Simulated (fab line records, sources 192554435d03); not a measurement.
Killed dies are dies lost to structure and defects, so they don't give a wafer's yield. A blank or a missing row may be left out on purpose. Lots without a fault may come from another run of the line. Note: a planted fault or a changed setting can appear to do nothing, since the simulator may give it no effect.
Which tool did it?    flow n5_finfet    24 lots, 72 wafers sampled, at 5 steps of a route of 1938

WHAT THE GAUGES READ, wafer by wafer
N5_HKMG_FIN_OVL_MEAS_13. Usual: NWFM_OVL gives 0.1 nm (standard deviation 0.97).
lot   measured     on          NWFM_OVL (nm)   flag
L074  day 4 02:37  overlay-01  1.1 1.9 1.1     
L075  day 4 12:05  overlay-01  1.1 0.6 1.0     
L076  day 4 16:52  overlay-01  0.6 -0.9 0.1    
L077  day 4 23:17  overlay-02  0.3 0.6 0.8     
L078  day 5 05:14  overlay-01  1.2 1.6 0.2     
L079  day 5 10:31  overlay-01  0.7 1.1 0.7     
L080  day 5 14:01  overlay-01  -0.1 -2.4 -0.7  
L081  day 5 21:28  overlay-01  1.1 -0.2 0.7    
L082  day 6 03:38  overlay-01  0.9 -1.0 -0.1   
L083  day 6 10:03  overlay-02  -0.3 -0.8 -0.3  
L084  day 6 19:28  overlay-02  -0.5 -0.4 -0.8  
L085  day 6 23:05  overlay-01  -0.6 -0.4 -1.7  
L086  day 7 09:14  overlay-01  0.2 0.6 -0.4    
L087  day 7 11:08  overlay-01  0.2 -0.2 0.4    
L088  day 7 14:40  overlay-02  1.2 1.9 1.5     
L089  day 7 21:19  overlay-01  1.6 1.0 1.7     
L090  day 8 05:22  overlay-02  -2.0 -1.2 0.1   
L091  day 8 11:49  overlay-02  0.8 0.9 1.4     
L092  day 8 18:01  overlay-02  0.5 -1.4 -1.5   
L093  day 8 21:17  overlay-01  0.7 1.2 0.4     
L094  day 9 08:01  overlay-02  -0.1 -0.7 0.8   
L095  day 9 10:30  overlay-02  0.9 1.1 0.7     
L096  day 9 14:08  overlay-02  -0.4 -1.0 0.6   
L097  day 9 22:55  overlay-01  0.4 0.0 0.7     

N5_MOL_CONTACT_COAG_OVL_MEAS_09. Usual: CA_OVL gives 0.2 nm (standard deviation 0.68).
lot   measured      on          CA_OVL (nm)     flag
L074  day 4 15:04   overlay-02  0.0 -0.4 -0.1   
L075  day 5 03:36   overlay-02  0.2 -0.1 0.2    
L076  day 5 05:49   overlay-01  -0.6 0.6 0.7    
L077  day 5 12:10   overlay-01  1.1 0.5 1.2     
L078  day 5 17:21   overlay-02  0.7 0.7 -0.3    
L079  day 5 22:48   overlay-01  0.2 -0.3 0.6    
L080  day 6 02:33   overlay-01  0.3 0.7 -0.3    
L081  day 6 09:53   overlay-02  -0.5 -0.4 0.3   
L082  day 6 15:39   overlay-02  0.4 -0.9 0.5    
L083  day 6 22:50   overlay-02  0.0 0.1 1.5     
L084  day 7 08:01   overlay-01  0.7 0.5 -0.2    
L085  day 7 12:55   overlay-01  1.1 0.9 1.1     
L086  day 7 21:50   overlay-01  1.1 0.7 1.2     
L087  day 8 00:16   overlay-01  0.9 0.5 0.2     
L088  day 8 02:50   overlay-02  1.4 1.6 1.1     
L089  day 8 09:47   overlay-02  -0.1 0.7 -0.4   
L090  day 8 18:50   overlay-02  0.4 0.6 -0.3    
L091  day 9 00:52   overlay-01  -0.2 1.3 0.5    
L092  day 9 06:49   overlay-01  -0.8 -0.9 -1.6  
L093  day 9 10:21   overlay-01  0.2 -0.7 0.7    
L094  day 9 21:01   overlay-01  0.3 -0.4 -1.6   
L095  day 10 04:31  overlay-01  -0.5 0.4 0.2    
L096  day 10 03:04  overlay-01  -0.8 0.1 0.2    
L097  day 10 10:52  overlay-01  -0.6 -0.8 -1.0  

WHICH TOOL RAN EACH LOT (tool, then ch and the chambers of the sampled wafers, then the start)
lot   N5_HKMG_FIN_ETCH_86                N5_HKMG_FIN_NWFM_ALD_20             N5_GATE_CUT_CUT_ETCH_54
L074  rie_diel-03 ch 0,1, day 4 04:01    ald_metal-01 ch 2,3, day 4 04:39    rie_metal-01 ch 0,1, day 4 11:42
L075  rie_diel-05 ch 1,2, day 4 13:40    ald_metal-03 ch 0,3, day 4 14:18    rie_metal-01 ch 0,1, day 4 22:37
L076  rie_diel-01 ch 1,2,3, day 4 18:22  ald_metal-02 ch 0,2,3, day 4 19:01  rie_metal-02 ch 0,1, day 5 02:27
L077  rie_diel-05 ch 0,1,2, day 5 01:10  ald_metal-03 ch 2,3, day 5 01:48    rie_metal-02 ch 0,1, day 5 08:55
L078  rie_diel-03 ch 0,1,3, day 5 06:37  ald_metal-03 ch 0,2,3, day 5 07:15  rie_metal-01 ch 0,1, day 5 13:57
L079  rie_diel-01 ch 2,3, day 5 11:55    ald_metal-03 ch 0,1,2, day 5 12:33  rie_metal-02 ch 0, day 5 19:26
L080  rie_diel-01 ch 0,2, day 5 15:28    ald_metal-01 ch 2,3, day 5 16:06    rie_metal-01 ch 0,1, day 5 23:19
L081  rie_diel-03 ch 0,1,3, day 5 22:50  ald_metal-03 ch 0,2,3, day 5 23:29  rie_metal-03 ch 0,1, day 6 06:16
L082  rie_diel-03 ch 0,1,3, day 6 05:01  ald_metal-01 ch 0,1,3, day 6 05:40  rie_metal-02 ch 0,1, day 6 12:16
L083  rie_diel-01 ch 0,2,3, day 6 11:51  ald_metal-02 ch 0,3, day 6 12:29    rie_metal-01 ch 1, day 6 19:36
L084  rie_diel-01 ch 0,1, day 6 21:18    ald_metal-01 ch 1,2, day 6 21:56    rie_metal-01 ch 0,1, day 7 04:32
L085  rie_diel-01 ch 0,1, day 7 01:39    ald_metal-03 ch 1,2,3, day 7 02:20  rie_metal-03 ch 0,1, day 7 09:40
L086  rie_diel-01 ch 0,2,3, day 7 10:38  ald_metal-01 ch 1,2,3, day 7 11:16  rie_metal-03 ch 0,1, day 7 18:16
L087  rie_diel-01 ch 0,1, day 7 13:12    ald_metal-02 ch 1,2, day 7 13:50    rie_metal-02 ch 0,1, day 7 20:56
L088  rie_diel-05 ch 2,3, day 7 16:02    ald_metal-02 ch 0,3, day 7 16:41    rie_metal-02 ch 0,1, day 7 23:16
L089  rie_diel-05 ch 2,3, day 7 22:47    ald_metal-01 ch 0,1,3, day 7 23:25  rie_metal-01 ch 0,1, day 8 06:32
L090  rie_diel-03 ch 1,2,3, day 8 06:44  ald_metal-02 ch 1,3, day 8 07:23    rie_metal-01 ch 0,1, day 8 15:17
L091  rie_diel-03 ch 0,1,3, day 8 13:16  ald_metal-03 ch 0,2,3, day 8 13:54  rie_metal-02 ch 0,1, day 8 20:56
L092  rie_diel-05 ch 0,1,3, day 8 19:24  ald_metal-03 ch 1,3, day 8 20:07    rie_metal-02 ch 0,1, day 9 02:49
L093  rie_diel-03 ch 1,2, day 8 23:06    ald_metal-01 ch 0,1,2, day 8 23:44  rie_metal-01 ch 0,1, day 9 07:04
L094  rie_diel-01 ch 1,2,3, day 9 09:37  ald_metal-03 ch 1,2, day 9 10:16    rie_metal-02 ch 0, day 9 17:29
L095  rie_diel-03 ch 2,3, day 9 11:53    ald_metal-01 ch 0,1, day 9 12:31    rie_metal-01 ch 1, day 9 19:46
L096  rie_diel-03 ch 1,2,3, day 9 15:46  ald_metal-02 ch 1,2, day 9 16:25    rie_metal-01 ch 1, day 9 23:37
L097  rie_diel-05 ch 0,2, day 10 00:20   ald_metal-03 ch 2,3, day 10 01:01   rie_metal-03 ch 0,1, day 10 07:37
- N5_HKMG_FIN_ETCH_86: etches SOC in N2/H2, stops on TiN, target depth 393.2 nm.
- N5_HKMG_FIN_NWFM_ALD_20: deposits TiAlC, target thk 2 nm, pulse time 3 s, purge time 2 s.
- N5_GATE_CUT_CUT_ETCH_54: etches TiN in Cl2/BCl3, target depth 96.7 nm.

AS READ BY THE TOOLS THEMSELVES (means over the sampled wafers that have a number; for cases with no such wafer, the mark the record gives instead)
N5_HKMG_FIN_ETCH_86. Usual: chamber_pressure_mTorr 30.001 mTorr, standard deviation 0.024; drypump_motor_current_A 5.7 A, standard deviation 0.47; n2_flow_sccm 200.0 sccm, standard deviation 0.63; oes_product_au 0.81 a.u., standard deviation 0.081; rf_vpp_V 240.7 V, standard deviation 1.3; showerhead_plenum_p_Torr 2.54 Torr, standard deviation 0.083; throttle_valve_pct 17.8 %, standard deviation 0.31.
lot   tool         chamber_pressure_mTorr (mTorr)  drypump_motor_current_A (A)  n2_flow_sccm (sccm)  oes_product_au (a.u.)  rf_vpp_V (V)  showerhead_plenum_p_Torr (Torr)  throttle_valve_pct (%)  flag
L074  rie_diel-03  29.991                          6.4                          200.2                0.69                   239.2         2.46                             17.9                    
L075  rie_diel-05  29.985                          6.0                          199.9                0.72                   241.5         2.61                             18.1                    
L076  rie_diel-01  29.983                          5.5                          200.0                0.85                   240.9         2.54                             17.8                    
L077  rie_diel-05  30.003                          5.7                          199.9                0.77                   242.2         2.62                             17.8                    
L078  rie_diel-03  30.004                          5.9                          200.4                0.84                   240.8         2.53                             17.8                    
L079  rie_diel-01  29.996                          5.6                          200.1                0.77                   240.8         2.52                             18.2                    
L080  rie_diel-01  30.012                          5.3                          200.1                0.80                   239.5         2.50                             17.7                    
L081  rie_diel-03  30.004                          6.0                          199.6                0.82                   240.7         2.53                             17.8                    
L082  rie_diel-03  30.010                          5.9                          200.0                0.82                   240.3         2.53                             17.7                    
L083  rie_diel-01  30.012                          5.4                          199.6                0.80                   239.7         2.50                             17.8                    
L084  rie_diel-01  30.010                          5.4                          201.2                0.88                   240.9         2.56                             17.5                    
L085  rie_diel-01  30.001                          5.3                          199.1                0.85                   240.4         2.51                             17.4                    
L086  rie_diel-01  29.992                          5.4                          200.4                0.79                   240.0         2.49                             17.8                    
L087  rie_diel-01  29.991                          5.4                          200.0                0.87                   240.4         2.55                             17.5                    
L088  rie_diel-05  29.985                          6.0                          200.1                0.70                   241.7         2.60                             18.0                    
L089  rie_diel-05  30.022                          6.0                          200.2                0.70                   240.9         2.60                             18.0                    
L090  rie_diel-03  29.982                          6.1                          199.8                0.86                   240.7         2.55                             17.7                    
L091  rie_diel-03  29.977                          6.0                          200.7                0.80                   240.8         2.52                             17.8                    
L092  rie_diel-05  30.011                          5.6                          200.0                0.75                   240.6         2.57                             17.8                    
L093  rie_diel-03  29.980                          6.4                          201.0                0.88                   240.1         2.48                             17.6                    
L094  rie_diel-01  30.023                          5.5                          200.1                0.79                   240.2         2.53                             17.9                    
L095  rie_diel-03  30.016                          5.8                          200.1                0.84                   240.2         2.54                             17.8                    
L096  rie_diel-03  29.988                          6.1                          199.0                0.84                   240.2         2.54                             17.7                    
L097  rie_diel-05  30.011                          6.0                          199.9                0.72                   242.1         2.64                             17.9                    

N5_HKMG_FIN_NWFM_ALD_20. Usual: heater_power_w 496 W, standard deviation 36; precursor_pulse_height_rel 0.998, standard deviation 0.02.
lot   tool          heater_power_w (W)  precursor_pulse_height_rel  flag
L074  ald_metal-01  480                 0.993                       
L075  ald_metal-03  553                 1.000                       
L076  ald_metal-02  471                 0.976                       
L077  ald_metal-03  531                 1.014                       
L078  ald_metal-03  542                 1.022                       
L079  ald_metal-03  513                 1.005                       
L080  ald_metal-01  492                 1.004                       
L081  ald_metal-03  538                 0.988                       
L082  ald_metal-01  496                 1.008                       
L083  ald_metal-02  482                 0.990                       
L084  ald_metal-01  484                 0.987                       
L085  ald_metal-03  507                 1.024                       
L086  ald_metal-01  491                 0.993                       
L087  ald_metal-02  471                 0.996                       
L088  ald_metal-02  485                 0.993                       
L089  ald_metal-01  495                 1.009                       
L090  ald_metal-02  480                 0.994                       
L091  ald_metal-03  543                 0.983                       
L092  ald_metal-03  488                 1.003                       
L093  ald_metal-01  484                 1.004                       
L094  ald_metal-03  481                 0.987                       
L095  ald_metal-01  489                 0.985                       
L096  ald_metal-02  465                 1.001                       
L097  ald_metal-03  514                 0.986                       

N5_GATE_CUT_CUT_ETCH_54. Usual: chamber_pressure_mTorr 10.001 mTorr, standard deviation 0.0096; drypump_motor_current_A 6.0 A, standard deviation 0.49; etch_rf_on_time_s 36.6 s, standard deviation 0.6; oes_product_au 0.64 a.u., standard deviation 0.086; throttle_valve_pct 22.39 %, standard deviation 0.27.
lot   tool          chamber_pressure_mTorr (mTorr)  drypump_motor_current_A (A)  etch_rf_on_time_s (s)  oes_product_au (a.u.)  throttle_valve_pct (%)  flag
L074  rie_metal-01  9.997                           6.4                          37.1                   0.65                   22.37                   
L075  rie_metal-01  9.993                           6.5                          36.4                   0.61                   22.55                   
L076  rie_metal-02  9.989                           5.7                          37.0                   0.66                   22.31                   
L077  rie_metal-02  10.009                          5.4                          35.9                   0.61                   22.39                   
L078  rie_metal-01  10.005                          6.4                          36.6                   0.65                   22.36                   
L079  rie_metal-02  9.996                           6.0                          36.9                   0.72                   22.24                   
L080  rie_metal-01  9.997                           6.5                          36.9                   0.60                   22.56                   
L081  rie_metal-03  10.001                          5.7                          36.7                   0.70                   22.27                   
L082  rie_metal-02  9.998                           5.7                          36.5                   0.65                   22.32                   
L083  rie_metal-01  10.012                          6.5                          36.5                   0.55                   22.76                   
L084  rie_metal-01  10.001                          6.5                          36.5                   0.60                   22.56                   
L085  rie_metal-03  10.000                          5.8                          37.1                   0.75                   22.04                   
L086  rie_metal-03  10.001                          5.8                          36.9                   0.75                   22.05                   
L087  rie_metal-02  9.997                           5.7                          36.6                   0.65                   22.33                   
L088  rie_metal-02  9.997                           5.4                          36.5                   0.59                   22.41                   
L089  rie_metal-01  10.002                          6.5                          37.3                   0.64                   22.40                   
L090  rie_metal-01  10.011                          6.4                          37.0                   0.64                   22.38                   
L091  rie_metal-02  10.002                          5.7                          36.8                   0.64                   22.34                   
L092  rie_metal-02  10.004                          5.7                          36.7                   0.64                   22.34                   
L093  rie_metal-01  10.004                          6.4                          36.5                   0.64                   22.37                   
L094  rie_metal-02  9.991                           6.0                          36.9                   0.70                   22.25                   
L095  rie_metal-01  9.995                           6.5                          35.7                   0.55                   22.75                   
L096  rie_metal-01  9.995                           6.5                          35.8                   0.55                   22.75                   
L097  rie_metal-03  10.005                          5.7                          36.5                   0.69                   22.28                   

THE ANSWER, worked out from the rows above alone
Rule: lot off if the mean of its wafers having a number is beyond 3 standard deviations from the usual mean. A lot without any number at a reading at which 4 lots or more have one is off too. The other lots that the step has rows for count as sound. After the gauges, taken in route order, come the tools' own readings; for these a lot's mean is taken, as printed above. At the first step where some lot is off, the reading lying furthest off is the one used; lots without a number count as furthest.
No lot is off at any reading shown: from this, nothing can be told.

WHAT THE SIMULATOR HAD INSERTED
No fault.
